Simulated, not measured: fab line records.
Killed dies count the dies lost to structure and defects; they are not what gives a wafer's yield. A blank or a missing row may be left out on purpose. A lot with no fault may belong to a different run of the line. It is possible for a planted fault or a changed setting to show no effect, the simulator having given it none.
fab line records + flow n5_finfet
record:
- lots: 5
- wafers: 15
- last_day: 17
route steps=1938 shown BEOL_M4@1032
lots with no fault: from the same line, run without faults
start_h: hours from the record's first day to the start of the lot's first wafer shown + wait_h: hours elapsed since this lot's preceding step + " unchanged from the row above + L1.1+2: one row covering several wafers at once + - no value, or no start was given + * or withheld: withheld + < > ~ a bound
route shown NAME@n: a module of which the file shows steps, and the number in the route of the first + usual: average and standard deviation across the fault-free wafers + same: alike in all rows + chamber/n: place in a boat + sites: per-site readings + _std_site: how widely they spread, as a standard deviation + _edge_site: inner sites' mean taken away from outer sites' mean + radius_mm: how far each site lies from the wafer's centre + mask NAME#n: copy n + behind: the tool/chamber that last shaped the wafer + hold: reason for holding the lot/hours on hold/outcome of the hold + device: the transistor (n, p or np) that didn't switch + end of line: the route-end tests of the same wafers + for a step that has no rows: nothing shown but its recipe + killed: dies that structure and defects cost at the first sort, which is not the same as the wafer's yield + map: a wafer's dies, x killed, . not, _ none there
set.NAME: the setting that was run; set.NAME@STEP: the one run at that earlier step + model.NAME: the simulator's own value behind a step, which no gauge read
a table for each step, a row for each wafer; lots at some steps of the route
services: a tool's chamber out of use, with start hour (start_h, from the record's first day; less than 0 if before it), hours out, and reason
== steps ==
step: N5_BEOL_M4_PEB_09
recipe:
- peb_temp_c: 100
- peb_time_s: 60
- resist: CAR-EUV
step: N5_BEOL_M4_DEVELOP_10
recipe:
- develop_time_s: 30
- developer: TMAH
- resist: CAR-EUV
- rinse_liquid: surfactant_rinse
- dry: air_spin
- dev_temp_c: 23
step: N5_BEOL_M4_CD_MEAS_11
recipe:
- target_cd_nm: 16.79
- landing_energy_ev: 500
- detector: se_inlens
- polarity: opening
usual:
- cd_nm: 16.70/0.27
| lot.wafer | tool      | chamber | start_h | wait_h | cd_nm |
|-----------|-----------|---------|---------|--------|-------|
| L897.1    | cd_sem-03 | 0       | 165.57  | -      | 17.01 |
| L897.3    | "         | 0       | "       | "      | 17.00 |
| L897.4    | "         | 0       | "       | "      | 16.41 |
| L896.2    | cd_sem-03 | 0       | 177.84  | -      | 16.66 |
| L896.4    | "         | 0       | "       | "      | 16.80 |
| L896.6    | "         | 0       | "       | "      | 16.51 |
| L908.1    | cd_sem-02 | 0       | 234.31  | -      | 16.20 |
| L908.3    | "         | 0       | "       | "      | 16.53 |
| L908.6    | "         | 0       | "       | "      | 16.70 |
| L913.1    | cd_sem-01 | 0       | 258.91  | -      | 16.70 |
| L913.3    | "         | 0       | "       | "      | 17.20 |
| L913.4    | "         | 0       | "       | "      | 17.04 |
| L918.2    | cd_sem-01 | 0       | 293.28  | -      | 16.91 |
| L918.3    | "         | 0       | "       | "      | 16.63 |
| L918.5    | "         | 0       | "       | "      | 16.60 |
step: N5_BEOL_M4_OVL_MEAS_12
recipe:
- points_per_wafer: 522
usual:
- M4_OVL: -0.4/0.93
| lot.wafer | tool       | chamber | start_h | wait_h | M4_OVL[nm] |
|-----------|------------|---------|---------|--------|------------|
| L897.1    | overlay-01 | 0       | 165.60  | 0.0    | 0.5        |
| L897.3    | "          | 0       | "       | "      | 0.2        |
| L897.4    | "          | 0       | "       | "      | -2.0       |
| L896.2    | overlay-02 | 0       | 177.87  | 0.0    | -0.6       |
| L896.4    | "          | 0       | "       | "      | -0.2       |
| L896.6    | "          | 0       | "       | "      | -1.1       |
| L908.1    | overlay-02 | 0       | 234.34  | 0.0    | 0.9        |
| L908.3    | "          | 0       | "       | "      | 0.7        |
| L908.6    | "          | 0       | "       | "      | -0.1       |
| L913.1    | overlay-02 | 0       | 258.94  | 0.0    | 0.0        |
| L913.3    | "          | 0       | "       | "      | 0.1        |
| L913.4    | "          | 0       | "       | "      | -0.6       |
| L918.2    | overlay-02 | 0       | 293.32  | 0.0    | -2.3       |
| L918.3    | "          | 0       | "       | "      | -1.5       |
| L918.5    | "          | 0       | "       | "      | -0.8       |
step: N5_BEOL_M4_INSPECT_13
recipe:
- mode: adi
- inspect_instrument: brightfield
usual:
- raw_defect_count: 420/110
| lot.wafer | tool              | chamber | start_h | wait_h | raw_defect_count |
|-----------|-------------------|---------|---------|--------|------------------|
| L897.1    | defect_inspect-01 | -       | 165.66  | 0.1    | 384              |
| L897.3    | "                 | -       | "       | "      | 427              |
| L897.4    | "                 | -       | "       | "      | 394              |
| L896.2    | defect_inspect-01 | -       | 177.93  | 0.0    | 327              |
| L896.4    | "                 | -       | "       | "      | 381              |
| L896.6    | "                 | -       | "       | "      | 297              |
| L908.1    | defect_inspect-02 | -       | 234.40  | 0.1    | 431              |
| L908.3    | "                 | -       | "       | "      | 400              |
| L908.6    | "                 | -       | "       | "      | 477              |
| L913.1    | defect_inspect-01 | -       | 259.00  | 0.1    | 322              |
| L913.3    | "                 | -       | "       | "      | 277              |
| L913.4    | "                 | -       | "       | "      | 379              |
| L918.2    | defect_inspect-02 | -       | 293.37  | 0.0    | 701              |
| L918.3    | "                 | -       | "       | "      | 791              |
| L918.5    | "                 | -       | "       | "      | 621              |
step: N5_BEOL_M4_DESCUM_16
recipe:
- chemistry: O2
- time_s: 7
- source_power_w: 50
- bias_power_w: 20
- pressure_mtorr: 20
- rf_frequency_hz: 2.712e+07
- temp_c: 40
- resist: CAR-EUV
- o2_flow_sccm: 225
usual:
- drypump_motor_current_A: 5.5/0.51
- oes_product_au: 0.82/0.099
- rf_vpp_V: 243.1/1.1
- showerhead_plenum_p_Torr: 2.09/0.051
- throttle_valve_pct: 20.50/0.21
| lot.wafer | tool        | chamber | start_h | wait_h | drypump_motor_current_A | oes_product_au | rf_hours_counter_h | rf_vpp_V | showerhead_plenum_p_Torr | throttle_valve_pct |
|-----------|-------------|---------|---------|--------|-------------------------|----------------|--------------------|----------|--------------------------|--------------------|
| L897.1    | rie_diel-03 | 3       | 165.70  | 0.0    | 5.5                     | 0.70           | 238                | 243.8    | 2.16                     | 20.77              |
| L897.3    | "           | 2       | "       | "      | 5.8                     | 0.90           | 35                 | 244.0    | 2.15                     | 20.39              |
| L897.4    | "           | 2       | "       | "      | 5.8                     | 0.90           | -                  | 244.6    | 2.15                     | 20.39              |
| L896.2    | rie_diel-03 | 1       | 178.39  | 0.5    | 5.9                     | 0.93           | 13                 | 243.0    | 2.06                     | 20.38              |
| L896.4    | "           | 3       | "       | "      | 5.5                     | 0.70           | 241                | 243.6    | 2.16                     | 20.79              |
| L896.6    | "           | 0       | "       | "      | 6.3                     | 1.02           | -                  | 242.0    | 2.05                     | 20.39              |
| L908.1    | rie_diel-03 | 1       | 235.72  | 1.3    | 5.9                     | 0.89           | 38                 | 244.2    | 2.05                     | 20.41              |
| L908.3    | "           | 3       | "       | "      | 5.5                     | 0.94           | 6                  | 243.1    | 2.15                     | 20.44              |
| L908.6    | "           | 2       | "       | "      | 5.8                     | 0.84           | -                  | 244.8    | 2.14                     | 20.44              |
| L913.1    | rie_diel-05 | 1       | 259.04  | 0.0    | 5.1                     | 0.80           | 65                 | 244.0    | 2.12                     | 20.32              |
| L913.3    | "           | 3       | "       | "      | 6.1                     | 0.68           | 231                | 242.8    | 2.08                     | 20.74              |
| L913.4    | "           | 2       | "       | "      | 4.8                     | 0.72           | 190                | 242.1    | 2.01                     | 20.71              |
| L918.2    | rie_diel-03 | 0       | 293.55  | 0.2    | 6.3                     | 0.91           | 43                 | 241.7    | 2.04                     | 20.46              |
| L918.3    | "           | 2       | "       | "      | 5.8                     | 0.82           | 85                 | 242.9    | 2.14                     | 20.47              |
| L918.5    | "           | 2       | "       | "      | 5.8                     | 0.83           | -                  | 244.5    | 2.14                     | 20.46              |
step: N5_BEOL_M4_ETCH_74
recipe:
- chemistry: N2/H2
- target: underlayer
- target_depth_a: 65
- mask_material: CAR-EUV
- time_s: 5.2
- ion_energy_ev: 200
- pressure_mtorr: 30
- source_w: 840
- bias_w: 150
- n2_flow_sccm: 200
- h2_flow_sccm: 200
- ends: cleared
usual:
- drypump_motor_current_A: 5.5/0.51
- etch_rf_on_time_s: 5.26/0.2
- oes_product_au: 0.69/0.085
- rf_vpp_V: 523.6/2.2
- showerhead_plenum_p_Torr: 2.53/0.07
- throttle_valve_pct: 17.89/0.2
| lot.wafer | tool        | chamber | start_h | wait_h | drypump_motor_current_A | etch_rf_on_time_s | oes_product_au | rf_hours_counter_h | rf_vpp_V | showerhead_plenum_p_Torr | throttle_valve_pct |
|-----------|-------------|---------|---------|--------|-------------------------|-------------------|----------------|--------------------|----------|--------------------------|--------------------|
| L897.1    | rie_diel-03 | 3       | 165.74  | 0.0    | 5.5                     | 5.30              | 0.59           | 238                | 526.9    | 2.64                     | 18.37              |
| L897.3    | "           | 2       | "       | "      | 5.8                     | 4.96              | 0.78           | 35                 | 526.4    | 2.61                     | 17.92              |
| L897.4    | "           | 2       | "       | "      | 5.8                     | 5.03              | 0.78           | -                  | 525.3    | 2.61                     | 17.93              |
| L896.2    | rie_diel-03 | 1       | 178.42  | 0.0    | 5.9                     | 5.08              | 0.80           | 13                 | 524.9    | 2.48                     | 17.67              |
| L896.4    | "           | 3       | "       | "      | 5.5                     | 5.25              | 0.59           | 241                | 528.4    | 2.64                     | 18.39              |
| L896.6    | "           | 0       | "       | "      | 6.3                     | 5.32              | 0.84           | -                  | 523.2    | 2.51                     | 17.89              |
| L908.1    | rie_diel-03 | 1       | 235.75  | 0.0    | 5.8                     | 5.07              | 0.76           | 38                 | 519.8    | 2.47                     | 17.68              |
| L908.3    | "           | 3       | "       | "      | 5.5                     | 5.42              | 0.78           | 6                  | 526.4    | 2.63                     | 18.00              |
| L908.6    | "           | 2       | "       | "      | 5.8                     | 5.06              | 0.75           | -                  | 523.4    | 2.60                     | 17.97              |
| L913.1    | rie_diel-05 | 1       | 259.07  | 0.0    | 5.1                     | 5.22              | 0.69           | 65                 | 525.5    | 2.57                     | 17.70              |
| L913.3    | "           | 3       | "       | "      | 6.1                     | 5.63              | 0.56           | 231                | 522.4    | 2.52                     | 18.22              |
| L913.4    | "           | 2       | "       | "      | 4.9                     | 4.99              | 0.63           | 190                | 520.6    | 2.40                     | 17.97              |
| L918.2    | rie_diel-03 | 0       | 293.59  | 0.0    | 6.3                     | 5.47              | 0.75           | 43                 | 521.8    | 2.49                     | 17.95              |
| L918.3    | "           | 2       | "       | "      | 5.8                     | 5.15              | 0.71           | 85                 | 525.0    | 2.59                     | 18.00              |
| L918.5    | "           | 2       | "       | "      | 5.8                     | 5.19              | 0.71           | -                  | 525.7    | 2.59                     | 18.02              |
step: N5_BEOL_M4_ETCH_63
recipe:
- chemistry: CF4
- target: SiARC
- target_depth_a: 156
- mask_material: CAR-EUV
- time_s: 26
- ion_energy_ev: 80
- pressure_mtorr: 40
- source_w: 545
- bias_w: 36
- Ar_flow_sccm: 100
- cf4_flow_sccm: 100
- ends: cleared
usual:
- cf4_flow_sccm: 100.0/0.31
- drypump_motor_current_A: 5.5/0.51
- etch_rf_on_time_s: 26.4/0.95
- oes_product_au: 0.69/0.084
- rf_vpp_V: 184.0/1.1
- showerhead_plenum_p_Torr: 2.13/0.047
- throttle_valve_pct: 15.61/0.24
| lot.wafer | tool        | chamber | start_h | wait_h | cf4_flow_sccm | drypump_motor_current_A | etch_rf_on_time_s | oes_product_au | rf_hours_counter_h | rf_vpp_V | showerhead_plenum_p_Torr | throttle_valve_pct |
|-----------|-------------|---------|---------|--------|---------------|-------------------------|-------------------|----------------|--------------------|----------|--------------------------|--------------------|
| L897.1    | rie_diel-03 | 3       | 165.76  | 0.0    | 99.6          | 5.5                     | 26.4              | 0.59           | 238                | 186.2    | 2.19                     | 15.93              |
| L897.3    | "           | 2       | "       | "      | 100.0         | 5.8                     | 25.6              | 0.78           | 35                 | 185.3    | 2.17                     | 15.23              |
| L897.4    | "           | 2       | "       | "      | 100.1         | 5.8                     | 25.7              | 0.77           | -                  | 185.2    | 2.17                     | 15.24              |
| L896.2    | rie_diel-03 | 1       | 178.44  | 0.0    | 100.0         | 5.9                     | 25.7              | 0.79           | 13                 | 183.5    | 2.08                     | 15.38              |
| L896.4    | "           | 3       | "       | "      | 99.8          | 5.5                     | 26.3              | 0.59           | 241                | 184.8    | 2.19                     | 15.94              |
| L896.6    | "           | 0       | "       | "      | 100.0         | 6.2                     | 26.7              | 0.84           | -                  | 184.1    | 2.13                     | 15.68              |
| L908.1    | rie_diel-03 | 1       | 235.77  | 0.0    | 100.2         | 5.8                     | 25.9              | 0.75           | 38                 | 181.1    | 2.07                     | 15.42              |
| L908.3    | "           | 3       | "       | "      | 99.7          | 5.5                     | 27.2              | 0.79           | 6                  | 184.6    | 2.18                     | 15.45              |
| L908.6    | "           | 2       | "       | "      | 100.0         | 5.8                     | 26.2              | 0.73           | -                  | 184.7    | 2.16                     | 15.29              |
| L913.1    | rie_diel-05 | 1       | 259.09  | 0.0    | 100.1         | 5.0                     | 26.7              | 0.69           | 65                 | 183.1    | 2.16                     | 15.45              |
| L913.3    | "           | 3       | "       | "      | 99.9          | 6.1                     | 28.0              | 0.57           | 231                | 184.0    | 2.12                     | 15.88              |
| L913.4    | "           | 2       | "       | "      | 99.8          | 4.8                     | 24.9              | 0.62           | 190                | 182.2    | 2.04                     | 15.76              |
| L918.2    | rie_diel-03 | 0       | 293.60  | 0.0    | 100.2         | 6.3                     | 27.7              | 0.73           | 43                 | 183.9    | 2.12                     | 15.76              |
| L918.3    | "           | 2       | "       | "      | 99.9          | 5.8                     | 26.1              | 0.71           | 85                 | 184.2    | 2.15                     | 15.33              |
| L918.5    | "           | 2       | "       | "      | 100.2         | 5.8                     | 26.3              | 0.71           | -                  | 183.9    | 2.15                     | 15.33              |
step: N5_BEOL_M4_ETCH_64
recipe:
- chemistry: N2/H2
- target: SOC
- target_depth_a: 750
- overetch_a: 225
- mask_material: SiARC
- temp_c: 40
- time_s: 121.9
- ion_energy_ev: 200
- pressure_mtorr: 30
- source_w: 840
- bias_w: 150
- n2_flow_sccm: 200
- h2_flow_sccm: 200
step: N5_BEOL_M4_STRIP_65
recipe:
- chemistry: N2/H2
- temp_c: 40
- n2_flow_sccm: 200
- h2_flow_sccm: 200
- rf_frequency_hz: 6e+07
step: N5_BEOL_M4_STRIP_75
recipe:
- chemistry: N2/H2
- temp_c: 40
- n2_flow_sccm: 200
- h2_flow_sccm: 200
- rf_frequency_hz: 6e+07
step: N5_BEOL_M4_STRIP_66
recipe:
- chemistry: CF4
- resist: SiARC
- power_w: 300
- bias_power_w: 75
- pressure_mtorr: 50
- cf4_flow_sccm: 150
- rf_frequency_hz: 6e+07
usual:
- cf4_flow_sccm: 149.9/0.43
- drypump_motor_current_A: 5.5/0.51
- oes_product_au: 0.81/0.091
- rf_vpp_V: 270.8/1.2
- showerhead_plenum_p_Torr: 1.79/0.037
- throttle_valve_pct: 13.57/0.25
| lot.wafer | tool        | chamber | start_h | wait_h | cf4_flow_sccm | drypump_motor_current_A | oes_product_au | rf_hours_counter_h | rf_vpp_V | showerhead_plenum_p_Torr | throttle_valve_pct |
|-----------|-------------|---------|---------|--------|---------------|-------------------------|----------------|--------------------|----------|--------------------------|--------------------|
| L897.1    | rie_diel-03 | 3       | 165.92  | 0.0    | 149.4         | 5.5                     | 0.69           | 238                | 271.2    | 1.85                     | 13.97              |
| L897.3    | "           | 2       | "       | "      | 149.8         | 5.8                     | 0.89           | 35                 | 271.6    | 1.81                     | 13.14              |
| L897.4    | "           | 2       | "       | "      | 150.1         | 5.8                     | 0.88           | -                  | 272.0    | 1.81                     | 13.14              |
| L896.2    | rie_diel-03 | 1       | 178.60  | 0.0    | 150.2         | 5.8                     | 0.92           | 13                 | 271.2    | 1.75                     | 13.33              |
| L896.4    | "           | 3       | "       | "      | 150.1         | 5.5                     | 0.69           | 241                | 271.6    | 1.85                     | 13.99              |
| L896.6    | "           | 0       | "       | "      | 149.9         | 6.3                     | 0.99           | -                  | 270.4    | 1.79                     | 13.59              |
| L908.1    | rie_diel-03 | 1       | 235.93  | 0.0    | 150.4         | 5.8                     | 0.87           | 38                 | 269.7    | 1.74                     | 13.39              |
| L908.3    | "           | 3       | "       | "      | 150.4         | 5.5                     | 0.93           | 6                  | 273.0    | 1.85                     | 13.45              |
| L908.6    | "           | 2       | "       | "      | 149.4         | 5.8                     | 0.85           | -                  | 273.0    | 1.80                     | 13.22              |
| L913.1    | rie_diel-05 | 1       | 259.25  | 0.0    | 150.6         | 5.1                     | 0.81           | 65                 | 271.2    | 1.81                     | 13.40              |
| L913.3    | "           | 3       | "       | "      | 150.1         | 6.1                     | 0.69           | 231                | 271.0    | 1.78                     | 13.89              |
| L913.4    | "           | 2       | "       | "      | 149.6         | 4.8                     | 0.70           | 190                | 268.2    | 1.71                     | 13.76              |
| L918.2    | rie_diel-03 | 0       | 293.76  | 0.0    | 149.9         | 6.3                     | 0.87           | 43                 | 271.4    | 1.78                     | 13.67              |
| L918.3    | "           | 2       | "       | "      | 150.1         | 5.8                     | 0.82           | 85                 | 272.5    | 1.79                     | 13.26              |
| L918.5    | "           | 2       | "       | "      | 150.5         | 5.8                     | 0.83           | -                  | 270.9    | 1.79                     | 13.25              |
step: N5_BEOL_M4_HM_OPEN_17
recipe:
- chemistry: Cl2/BCl3
- target_depth_a: 200
- overetch_a: 60
- target: TiN
- mask_material: SOC
- ion_energy_ev: 150
- pressure_mtorr: 10
- icp_w: 1000
- bias_w: 126
- Cl2_flow_sccm: 53.25
- bcl3_flow_sccm: 21.75
- Ar_flow_sccm: 25
usual:
- drypump_motor_current_A: 5.82/0.25
- oes_product_au: 0.67/0.043
- throttle_valve_pct: 22.2/0.4
| lot.wafer | tool         | chamber | start_h | wait_h | drypump_motor_current_A | oes_product_au | rf_hours_counter_h | throttle_valve_pct | model.SOC_of_BEOL_M4_COAT_61.thk_nm |
|-----------|--------------|---------|---------|--------|-------------------------|----------------|--------------------|--------------------|-------------------------------------|
| L897.1    | rie_metal-01 | 1       | 165.96  | 0.0    | 5.24                    | 0.62           | 55                 | 22.2               | 52                                  |
| L897.3    | "            | 0       | "       | "      | 5.99                    | 0.67           | -                  | 21.7               | 52.4                                |
| L897.4    | "            | 1       | "       | "      | 5.23                    | 0.61           | -                  | 22.2               | 52.2                                |
| L896.2    | rie_metal-02 | 1       | 178.64  | 0.0    | 5.90                    | 0.68           | 31                 | 22.8               | 51.4                                |
| L896.4    | "            | 1       | "       | "      | 5.86                    | 0.67           | -                  | 22.8               | 51.4                                |
| L896.6    | "            | 0       | "       | "      | 6.02                    | 0.75           | -                  | 21.9               | 52.2                                |
| L908.1    | rie_metal-02 | 1       | 235.97  | 0.0    | 5.85                    | 0.67           | 36                 | 22.9               | 51.4                                |
| L908.3    | "            | 1       | "       | "      | 5.88                    | 0.67           | -                  | 22.8               | 51.4                                |
| L908.6    | "            | 0       | "       | "      | 5.98                    | 0.73           | -                  | 21.9               | 49.8                                |
| L913.1    | rie_metal-01 | 0       | 259.30  | 0.0    | 5.95                    | 0.66           | 44                 | 21.7               | 52.6                                |
| L913.3    | "            | 1       | "       | "      | 5.27                    | 0.60           | -                  | 22.2               | 52.2                                |
| L913.4    | "            | 0       | "       | "      | 5.94                    | 0.66           | -                  | 21.7               | 52.6                                |
| L918.2    | rie_metal-03 | 0       | 293.81  | 0.0    | 5.79                    | 0.64           | 64                 | 22.0               | 51.8                                |
| L918.3    | "            | 0       | "       | "      | 5.83                    | 0.62           | -                  | 22.0               | 52.2                                |
| L918.5    | "            | 0       | "       | "      | 5.80                    | 0.64           | -                  | 22.1               | 51.8                                |
step: N5_BEOL_M4_STRIP_19
recipe:
- chemistry: O2
- power_w: 400
- temp_c: 40
- pressure_mtorr: 30
- rf_frequency_hz: 6e+07
- bias_power_w: 0
- overash_fraction: 0.2
- o2_flow_sccm: 225
usual:
- drypump_motor_current_A: 5.5/0.5
- oes_product_au: 0.82/0.092
- rf_vpp_V: 3.7/0.46
- showerhead_plenum_p_Torr: 2.09/0.052
- throttle_valve_pct: 16.69/0.23
| lot.wafer | tool        | chamber | start_h | wait_h | drypump_motor_current_A | oes_product_au | rf_hours_counter_h | rf_vpp_V | showerhead_plenum_p_Torr | throttle_valve_pct |
|-----------|-------------|---------|---------|--------|-------------------------|----------------|--------------------|----------|--------------------------|--------------------|
| L897.1    | rie_diel-05 | 3       | 166.07  | 0.1    | 6.1                     | 0.70           | 195                | 5.0      | 2.09                     | 16.96              |
| L897.3    | "           | 0       | "       | "      | 5.9                     | 0.88           | 40                 | 3.6      | 2.03                     | 16.60              |
| L897.4    | "           | 1       | "       | "      | 5.1                     | 0.86           | 30                 | 3.4      | 2.13                     | 16.45              |
| L896.2    | rie_diel-03 | 2       | 178.90  | 0.2    | 5.8                     | 0.91           | 40                 | 4.0      | 2.16                     | 16.52              |
| L896.4    | "           | 0       | "       | "      | 6.3                     | 1.02           | 2                  | 3.3      | 2.06                     | 16.60              |
| L896.6    | "           | 3       | "       | "      | 5.5                     | 0.71           | -                  | 3.7      | 2.16                     | 17.04              |
| L908.1    | rie_diel-05 | 3       | 236.10  | 0.1    | 6.1                     | 0.68           | 222                | 3.8      | 2.09                     | 16.99              |
| L908.3    | "           | 2       | "       | "      | 4.8                     | 0.72           | 182                | 3.5      | 2.02                     | 16.93              |
| L908.6    | "           | 1       | "       | "      | 5.1                     | 0.82           | -                  | 3.3      | 2.13                     | 16.54              |
| L913.1    | rie_diel-03 | 0       | 259.41  | 0.1    | 6.3                     | 0.93           | 31                 | 3.9      | 2.05                     | 16.65              |
| L913.3    | "           | 2       | "       | "      | 5.8                     | 0.84           | 73                 | 4.0      | 2.15                     | 16.56              |
| L913.4    | "           | 3       | "       | "      | 5.5                     | 0.91           | 15                 | 3.8      | 2.15                     | 16.62              |
| L918.2    | rie_diel-03 | 3       | 293.92  | 0.1    | 5.5                     | 0.87           | 27                 | 3.9      | 2.15                     | 16.65              |
| L918.3    | "           | 0       | "       | "      | 6.3                     | 0.90           | 43                 | 4.1      | 2.04                     | 16.69              |
| L918.5    | "           | 0       | "       | "      | 6.3                     | 0.90           | -                  | 4.3      | 2.04                     | 16.66              |
step: N5_BEOL_M4_RC_MEAS_101
usual:
- DIBL_N: 36.9/2.1
- DIBL_P: 37.1/2.5
- IOFF_N: 0.17/0.039
- IOFF_P: 0.23/0.043
- ION_N: 673/15
- ION_P: 462/9.1
- SS_N: 71.8/0.69
- SS_P: 73.6/0.74
- VT_N: 250/3.6
- VT_P: -249.7/2.9
| lot.wafer | tool      | chamber | start_h | wait_h | DIBL_N[mV/V] | DIBL_P[mV/V] | IOFF_N[nA/um] | IOFF_P[nA/um] | ION_N[uA/um] | ION_P[uA/um] | SS_N[mV/dec] | SS_P[mV/dec] | VT_N[mV] | VT_P[mV] |
|-----------|-----------|---------|---------|--------|--------------|--------------|---------------|---------------|--------------|--------------|--------------|--------------|----------|----------|
| L897.1    | prober-02 | 0       | 177.68  | 0.0    | 38.0         | 38.5         | 0.19          | 0.26          | 676          | 470          | 72.5         | 74.5         | 248      | -245.8   |
| L897.3    | "         | 0       | "       | "      | 34.6         | 34.4         | 0.13          | 0.18          | 653          | 447          | 71.3         | 73.0         | 254      | -249.8   |
| L897.4    | "         | 0       | "       | "      | 35.9         | 38.0         | 0.17          | 0.25          | 668          | 464          | 71.7         | 73.8         | 251      | -246.4   |
| L896.2    | prober-01 | 0       | 185.74  | 0.2    | 36.8         | 37.2         | 0.15          | 0.17          | 656          | 444          | 71.6         | 72.9         | 253      | -253.3   |
| L896.4    | "         | 0       | "       | "      | 35.9         | 36.2         | 0.14          | 0.17          | 670          | 448          | 71.2         | 72.6         | 253      | -256.1   |
| L896.6    | "         | 0       | "       | "      | 37.9         | 38.3         | 0.18          | 0.20          | 670          | 457          | 71.5         | 73.4         | 250      | -251.9   |
| L908.1    | prober-02 | 0       | 242.29  | 0.0    | 34.7         | 36.9         | 0.15          | 0.22          | 672          | 462          | 71.4         | 73.3         | 252      | -248.3   |
| L908.3    | "         | 0       | "       | "      | 36.3         | 38.0         | 0.17          | 0.25          | 668          | 461          | 72.2         | 73.6         | 253      | -250.1   |
| L908.6    | "         | 0       | "       | "      | 32.3         | 33.3         | 0.12          | 0.17          | 649          | 450          | 72.0         | 71.9         | 255      | -253.8   |
| L913.1    | prober-01 | 0       | 267.24  | 0.0    | 38.3         | 39.8         | 0.20          | 0.27          | 673          | 466          | 71.8         | 73.5         | 248      | -246.5   |
| L913.3    | "         | 0       | "       | "      | 33.0         | 33.7         | 0.12          | 0.17          | 668          | 461          | 70.6         | 72.0         | 254      | -255.0   |
| L913.4    | "         | 0       | "       | "      | 34.1         | 33.8         | 0.13          | 0.17          | 647          | 449          | 70.8         | 72.3         | 252      | -254.0   |
| L918.2    | prober-02 | 0       | 302.25  | 0.2    | 33.7         | 33.2         | 0.11          | 0.17          | 641          | 446          | 70.5         | 72.0         | 255      | -254.4   |
| L918.3    | "         | 0       | "       | "      | 33.9         | 32.4         | 0.12          | 0.16          | 660          | 451          | 71.4         | 72.4         | 251      | -255.9   |
| L918.5    | "         | 0       | "       | "      | 36.3         | 35.9         | 0.15          | 0.20          | 657          | 453          | 71.7         | 73.6         | 252      | -250.6   |
== services ==
| tool         | chamber | start_h | hours | kind                          |
|--------------|---------|---------|-------|-------------------------------|
| rie_diel-03  | 0       | 149.30  | -     | clean                         |
| rie_diel-03  | 0       | 149.30  | -     | consumable_replace:focus_ring |
| rie_diel-03  | 0       | 149.30  | 25.7  | scheduled_down                |
| rie_diel-03  | 0       | 149.30  | 25.7  | vent_cycle                    |
| rie_diel-03  | -       | 158.24  | 0.4   | repair                        |
| rie_metal-03 | -       | 160.87  | 28.1  | pm                            |
| rie_diel-03  | 3       | 168.79  | 4.2   | repair                        |
| rie_diel-03  | 3       | 205.74  | -     | clean                         |
| rie_diel-03  | 3       | 205.74  | -     | consumable_replace:focus_ring |
| rie_diel-03  | 3       | 205.74  | 18.8  | scheduled_down                |
| rie_diel-03  | 3       | 205.74  | 18.8  | vent_cycle                    |
| rie_diel-03  | 0       | 218.61  | 7.7   | repair                        |
| rie_metal-01 | -       | 225.67  | 1.5   | repair                        |
| rie_diel-05  | -       | 229.22  | 0.1   | repair                        |
| rie_metal-01 | -       | 281.69  | 1.1   | repair                        |
== key ==
first_sign none at tools or gauges
model_effect:
- step: N5_BEOL_M4_HM_OPEN_17
- value: SOC_of_BEOL_M4_COAT_61.thk_nm
- without: 52.2
- struck: 49.8
met_at N5_BEOL_M4_HM_OPEN_17
struck_wafers L908.6
onset_between 178.64 235.97
fault:
- kind: process_parameter_drift
- tool: rie_metal-02
- chamber: -
- onset_h: 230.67
- steps: N5_BEOL_M4_HM_OPEN_17
- channel: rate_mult
- offset: 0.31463
- shape: step
- end_h: 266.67
- scope: struck_wafers_only
